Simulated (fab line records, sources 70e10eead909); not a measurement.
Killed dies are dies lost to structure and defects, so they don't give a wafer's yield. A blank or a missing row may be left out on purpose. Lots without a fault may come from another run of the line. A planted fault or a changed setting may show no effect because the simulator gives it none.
fab line records | flow nand_harc
record lots=6 wafers=18 last_day=32
route steps=1302 shown A_WL_FILL@974 A_CONTACT@983
lots that met no fault: from a run of the same line without faults
start_h: hours from the record's first day to the start of the lot's first wafer shown | wait_h: hours since the lot's step before | " the same as in the row above | L1.1+2: a row that stands for several wafers | - no value, or no start given | * or withheld: withheld | < > ~ a bound
route shown NAME@n: a module of which the file shows steps, and the number in the route of the first | usual: mean/standard deviation of fault-free wafers | same: alike in all rows | chamber/n: place in a boat | sites: the reading at each site | _std_site: their standard deviation | _edge_site: outer sites' mean less inner sites' | radius_mm: how far each site lies from the wafer's centre | mask NAME#n: copy n | behind: the tool/chamber that last shaped the wafer | hold: why the lot was held/for how many hours/how that ended | device: the transistor (n, p or np) that didn't switch | end of line: the same wafers' tests at the end of the route | a step without rows: its recipe alone | killed: dies lost to structure and defects at the first sort, not the wafer's yield | map: a wafer's dies, x killed, . not, _ none there
set.NAME: the setting as run; set.NAME@STEP: as run at that earlier step | model.NAME: the simulator's own value behind a step, which no gauge read
lots at some steps of the route; a table a step, a row a wafer
services: from which hour (start_h, from the record's first day; less than 0 if before it) a tool's chamber was out of use, for how many hours, and why
## steps
# step NHARC_A_WL_FILL_SRD_14
# step NHARC_A_WL_FILL_ALD_19
# recipe target_thk_a=20 pulse_time_s=3 ald_cycles=100 temp_c=450 material=TiN
# usual heater_power_w=1091/100 precursor_pulse_height_rel=1.000/0.02
# columns lot.wafer tool chamber start_h wait_h heater_power_w precursor_pulse_height_rel
L334.4 ald_metal-02 3 492.86 0.1 1028 0.984
L334.2 " 1 " " 1212 0.989
L334.6 " 2 " " 1082 0.990
L339.2 ald_metal-04 0 536.08 0.1 1020 0.990
L339.1 " 1 " " 1016 1.042
L339.3 " 2 " " 1042 1.001
L338.4 ald_metal-03 3 536.10 0.1 1199 0.993
L338.2 " 0 " " 1104 1.049
L338.6 " 2 " " 1172 0.947
L342.2 ald_metal-02 3 569.21 0.1 1024 1.019
L342.4 " 0 " " 1109 0.978
L342.5 " 3 " " 1028 1.014
L350.1 ald_metal-04 1 663.79 0.1 999 0.986
L350.2 " 2 " " 948 1.002
L350.4 " 3 " " 898 1.012
L354.3 ald_metal-04 2 693.38 0.1 945 1.009
L354.4 " 0 " " 1074 0.996
L354.5 " 3 " " 911 0.978
# step NHARC_A_WL_FILL_CVD_20
# recipe target_thk_a=1000 temp_c=400 pressure_torr=40 wf6_flow_sccm=40 h2_flow_sccm=1600 ar_flow_sccm=1560 time_s=74 material=W
# usual heater_power_w=799/74 throttle_valve_pct=7.98/0.21
# columns lot.wafer tool chamber start_h wait_h heater_power_w throttle_valve_pct
L334.2 cvd_w-01 0 - - 741 7.65
L334.4 " 1 " " 909 8.25
L334.6 " 1 " " 909 7.80
L338.2 cvd_w-02 1 - - 804 7.70
L338.4 " 1 " " 778 7.82
L338.6 " 1 " " 797 7.84
L339.1 cvd_w-01 0 - - 744 7.70
L339.2 " 1 " " 914 8.54
L339.3 " 1 " " 922 7.95
L342.2 cvd_w-01 0 - - 703 7.92
L342.4 " 1 " " 864 7.79
L342.5 " 1 " " 875 7.87
L350.1 cvd_w-01 0 - - 703 8.26
L350.2 " 1 " " 863 7.70
L350.4 " 0 " " 703 7.98
L354.3 cvd_w-01 0 - - 705 7.71
L354.4 " 1 " " 874 7.84
L354.5 " 0 " " 716 7.94
# step NHARC_A_WL_FILL_CMP_12
# recipe t_overpolish_s=30 target_thk_nm=100
# usual motor_current_A=11.9/0.63 overpolish_run_s=30.000/0.0086 time_to_endpoint_s=19.4/2.5
# columns lot.wafer tool chamber start_h wait_h motor_current_A overpolish_run_s time_to_endpoint_s
L334.2 cmp-02 3 493.23 0.1 12.0 30.005 22.2
L334.4 " 2 " " 11.7 29.992 20.9
L334.6 " 0 " " 12.8 30.009 18.0
L338.4 cmp-03 3 536.46 0.1 11.3 30.004 18.2
L338.2 " 0 " " 12.6 29.996 17.4
L338.6 " 3 " " 11.4 30.001 15.4
L339.1 cmp-02 1 536.46 0.2 12.0 30.002 23.4
L339.2 " 2 " " 12.0 30.003 23.2
L339.3 " 0 " " 12.2 29.990 22.1
L342.4 cmp-01 2 569.57 0.1 11.1 30.008 19.1
L342.2 " 1 " " 11.0 30.003 18.5
L342.5 " 2 " " 10.6 29.999 21.1
L350.4 cmp-02 3 664.17 0.1 12.4 29.986 20.1
L350.2 " 0 " " 12.9 30.009 19.4
L350.1 " 2 " " 11.9 30.003 18.9
L354.4 cmp-03 0 693.76 0.1 12.3 30.001 16.7
L354.3 " 3 " " 11.0 29.994 21.0
L354.5 " 0 " " 12.0 29.999 16.3
# step NHARC_A_WL_FILL_SRD_31
# step NHARC_A_WL_FILL_INSPECT_15
# usual raw_defect_count=455/130
# columns lot.wafer tool chamber start_h wait_h raw_defect_count
L334.2 defect_inspect-02 - 493.71 0.0 409
L334.4 " - " " 398
L334.6 " - " " 408
L338.2 defect_inspect-02 - 536.92 0.0 493
L338.4 " - " " 659
L338.6 " - " " 423
L339.1 defect_inspect-01 - 536.95 0.0 622
L339.2 " - " " 358
L339.3 " - " " 474
L342.2 defect_inspect-02 - 570.05 0.1 528
L342.4 " - " " 426
L342.5 " - " " 505
L350.1 defect_inspect-02 - 664.64 0.0 492
L350.2 " - " " 388
L350.4 " - " " 494
L354.3 defect_inspect-02 - 694.23 0.0 307
L354.4 " - " " 321
L354.5 " - " " 347
# step NHARC_A_CONTACT_DEP_24
# recipe target_thk_a=5000 temp_c=400 pressure_torr=6.5 rf_w=900 teos_flow_sccm=161.4 flow_sccm=2650 target_thk_nm=500 gas=O2 material=SiO2
# usual chamber_pressure_Torr=6.499/0.014 heater_power_outer_w=314/45 heater_power_w=571/74 throttle_valve_pct=16.0/0.32
# columns lot.wafer tool chamber start_h wait_h chamber_pressure_Torr heater_power_outer_w heater_power_w throttle_valve_pct
L334.2 pecvd-04 1 493.78 0.1 6.493 393 684 16.3
L334.4 " 2 " " 6.479 322 679 16.1
L334.6 " 0 " " 6.483 281 526 15.7
L339.3 pecvd-04 0 537.02 0.1 6.512 327 585 16.1
L339.2 " 1 " " 6.518 355 628 16.5
L339.1 " 2 " " 6.494 315 650 15.7
L338.2 pecvd-02 1 537.11 0.2 6.526 280 551 16.6
L338.6 " 0 " " 6.482 404 637 16.0
L338.4 " 1 " " 6.511 310 575 16.3
L342.2 pecvd-04 1 570.24 0.2 6.490 396 667 16.1
L342.4 " 2 " " 6.487 332 679 15.7
L342.5 " 1 " " 6.526 388 700 16.4
L350.2 pecvd-04 0 664.70 0.1 6.489 237 457 15.9
L350.1 " 1 " " 6.501 324 597 15.9
L350.4 " 2 " " 6.508 220 494 15.7
L354.3 pecvd-04 0 694.30 0.1 6.499 286 528 16.1
L354.5 " 1 " " 6.483 387 670 15.8
L354.4 " 2 " " 6.495 272 581 15.3
# step NHARC_A_CONTACT_DEP_28
# recipe target_thk_a=70000 temp_c=400 material=aC
# usual susceptor_temp_C=399.91/0.22 throttle_valve_pct=35.001/0.009
# columns lot.wafer tool chamber start_h wait_h susceptor_temp_C throttle_valve_pct
L334.2 acl_dep-03 0 496.38 2.0 399.78 35.006
L334.4 " 0 497.79 3.5 399.88 35.011
L334.6 " 0 499.20 4.9 400.23 35.003
L339.1 acl_dep-01 0 539.09 1.5 - 34.997
L339.2 " 0 " " - 35.019
L339.3 " 0 " " - 34.982
L338.2 acl_dep-03 0 539.76 2.2 399.52 35.002
L338.4 " 0 541.19 3.6 400.35 34.998
L338.6 " 0 542.61 5.1 399.77 35.001
L342.2 acl_dep-03 0 572.54 1.9 399.91 34.993
L342.4 " 0 573.96 3.3 399.87 35.010
L342.5 " 0 " " 399.84 34.998
L350.1 acl_dep-01 0 668.49 3.2 399.88 35.005
L350.2 " 0 " " 399.88 35.004
L350.4 " 0 670.64 5.4 400.21 35.005
L354.3 acl_dep-02 0 696.32 1.5 400.34 35.001
L354.4 " 0 " " 399.72 34.999
L354.5 " 0 " " 400.17 35.007
# step NHARC_A_CONTACT_DEP_29
# recipe target_thk_a=1000 target_thk_nm=100 temp_c=400 pressure_torr=3.5 flow_sccm=200 rf_w=350 material=SiON
# usual chamber_pressure_Torr=3.501/0.008 heater_power_outer_w=461/47 heater_power_w=764/76
# columns lot.wafer tool chamber start_h wait_h chamber_pressure_Torr heater_power_outer_w heater_power_w
L334.2 pecvd-02 0 499.93 2.8 3.488 477 721
L334.4 " 1 " " 3.504 451 773
L334.6 " 2 " " 3.490 395 614
L339.2 pecvd-01 2 543.29 2.8 3.490 481 711
L339.3 " 0 " " 3.492 437 732
L339.1 " 1 " " 3.497 509 826
L338.2 pecvd-04 2 543.41 2.9 - - -
L338.6 " 0 " " - - -
L338.4 " 1 " " - - -
L342.2 pecvd-04 1 576.17 2.9 - - -
L342.5 " 2 " " - - -
L342.4 " 0 " " - - -
L350.2 pecvd-01 1 672.81 2.9 3.497 447 737
L350.1 " 0 " " 3.507 407 680
L350.4 " 0 " " 3.509 395 692
L354.3 pecvd-04 0 699.21 2.2 3.502 364 640
L354.4 " 2 " " 3.500 378 711
L354.5 " 0 " " 3.498 368 638
# step NHARC_A_CONTACT_DEHYDRATE_32
# recipe temp_c=150 time_s=120
## services
# columns tool chamber start_h hours kind
cmp-02 - 473.44 0.5 repair
ald_metal-04 - 474.00 10.0 pm
cmp-02 - 475.33 3.0 repair
ald_metal-02 - 480.73 3.1 repair
acl_dep-03 - 482.04 13.0 pm
ald_metal-04 3 488.13 5.1 repair
pecvd-01 - 493.39 13.0 pm
cmp-02 - 527.19 4.0 pm
cmp-02 - 537.52 3.7 repair
cvd_w-01 - 547.00 13.0 pm
acl_dep-01 - 548.85 13.0 pm
cmp-02 - 549.53 2.0 repair
cmp-03 - 554.46 4.0 pm
pecvd-02 - 557.37 0.8 repair
pecvd-02 - 559.03 27.6 repair
pecvd-01 - 561.55 0.9 repair
cmp-02 - 565.07 0.4 repair
cmp-02 - 582.80 1.3 repair
cvd_w-01 - 594.81 0.6 repair
cmp-02 - 625.19 4.0 pm
pecvd-04 - 631.04 13.0 pm
ald_metal-04 - 652.00 10.0 pm
acl_dep-03 - 663.62 13.0 pm
cmp-02 - 696.39 4.0 repair
## key
first_sign step=NHARC_A_CONTACT_DEP_29 reading=tool_record direction=missing
effect none on later readings
met_at NHARC_A_CONTACT_DEP_29
struck_wafers L338.2,L338.4,L338.6,L342.2,L342.4,L342.5
later_rows_left_out L338.2,L338.4,L338.6,L342.2,L342.4,L342.5
sort_left_out L338.2,L338.4,L338.6,L342.2,L342.4,L342.5
tester_left_out L338,L342
fault kind=skipped_step_whole tool=pecvd-04 chamber=- onset_h=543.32 steps=NHARC_A_CONTACT_DEP_29 scope=struck_lots_only
# tester_left_out: of these lots the tester's yield and bins aren't shown, on N5 and GAA mostly nor the transistor test; their killed dies are dies lost to structure and defects alone, not to doping, threshold or leakage, so they don't give the yield
# sort_left_out: the simulated sort isn't trusted on such a fault, so these wafers' sort isn't shown, and their yield isn't known
# later_rows_left_out: the simulator's readings of these wafers behind a module that went badly wrong aren't trusted and aren't shown, but for the sort
